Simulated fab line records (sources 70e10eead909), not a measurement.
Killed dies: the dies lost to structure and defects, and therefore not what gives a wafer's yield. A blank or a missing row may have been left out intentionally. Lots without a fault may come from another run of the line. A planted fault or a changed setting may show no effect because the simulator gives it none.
A lot that was struck, set against a sound lot ; flow nand-harc ; 15 steps out of a route of 1302
Sound: wafers L117.1, L117.3, L117.6. Struck: wafer L125.3 (left out: L125.1, L125.4 of the same lot, which were not struck); the cause appears at the end.
At each step with rows: each side's tool, then ch and its chambers, then its first start. Under that, the readings that differ: sound wafers ; struck wafers ; difference of the means ; sigmas: that difference in standard deviations of wafers without a fault.
alike: readings with means less than 2 such deviations apart, plus words and numbers identical on both sides. not compared: withheld readings, readings lacking a value on some wafer, bounds such as >300 that could conceal the same value, and numbers that have no deviation in the record and whose values overlap.
Wherever a step has rows on one side only, a row that says differs or no value, or a row with sigmas, the two part there. Non-overlapping numbers with no deviation appear without sigmas and do not part them. A reading that every wafer of one side lacks parts them only if that side has two wafers or more.

first, 7 steps without rows for these wafers: NHARC_P_STI_COAT_41 (time 65 s); NHARC_P_STI_COAT_03 (resist thk 600 nm); NHARC_P_STI_SOFTBAKE_04 (time 70 s); NHARC_P_STI_EBR_05; NHARC_P_STI_EXPOSE_06 (exposes mask P STI, target cd 200 nm); NHARC_P_STI_PEB_07 (peb time 80 s); NHARC_P_STI_DEVELOP_08 (time 50 s).
NHARC_P_STI_CD_MEAS_09: the cd target is 200 nm.
  sound on cd-sem-03 ch 0, day 2 20:23; struck on cd-sem-01 ch 0, day 6 08:32
  alike: cd-nm
NHARC_P_STI_OVL_MEAS_10:
  sound on overlay-01 at day 2 20:28; struck on overlay-01 at day 6 08:37
  alike: overlay-x-nm, overlay-y-nm
NHARC_P_STI_INSPECT_11:
  sound on defect-inspect-01 at day 2 20:30; struck on defect-inspect-02 at day 6 08:39
  alike: raw-defect-count
then, 1 step without rows for these wafers: NHARC_P_STI_HARDBAKE_13 (time 65 s).
NHARC_P_STI_DESCUM_14: chemistry O2, time 3 s.
  sound on rie-diel-06 ch 1,3, day 2 20:38; struck on rie-diel-06 ch 3, day 6 08:47
  alike: drypump-motor-current-A, oes-product-au, rf-vpp-V, showerhead-plenum-p-Torr, throttle-valve-pct
  not compared: rf-hours-counter-h
NHARC_P_STI_ETCH_42: etches the open film in N2/H2, target depth 80 nm, overetch 24 nm, time 61 s.
  sound on rie-diel-06 ch 0,2, day 2 20:43; struck on rie-diel-06 ch 2, day 6 08:54
reading;sound;struck;difference;sigmas
run-length-s (s);83.1 82.0 83.0;66.5;-16.2;-26
throttle-valve-pct (%);14.150 14.175 14.172;14.189;+0.023;+3
  alike: drypump-motor-current-A, oes-product-au, rf-vpp-V, showerhead-plenum-p-Torr
  not compared: rf-fwd-power-W, rf-hours-counter-h
NHARC_P_STI_ETCH_31: etches the open film in CF4/CHF3, target depth 108.9 nm, time 54.5 s.
  sound: rie-diel-06 ch 1,3; struck: rie-diel-06 ch 2
reading;sound;struck;difference;sigmas
drypump-motor-current-A (A);6.2 5.8 6.2;5.2;-0.9;-2
  alike: oes-product-au, rf-fwd-power-W, rf-vpp-V, run-length-s, showerhead-plenum-p-Torr, throttle-valve-pct
  not compared: rf-hours-counter-h
following that, these wafers have no rows for 1 step: NHARC_END_SORT_01.

## WHERE THEY PART
First at NHARC_P_STI_ETCH_42; last, within this record, at NHARC_P_STI_ETCH_31.

WHY: what the simulator had put in
rie-diel-06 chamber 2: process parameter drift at NHARC_P_STI_ETCH_42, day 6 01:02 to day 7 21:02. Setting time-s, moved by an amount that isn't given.
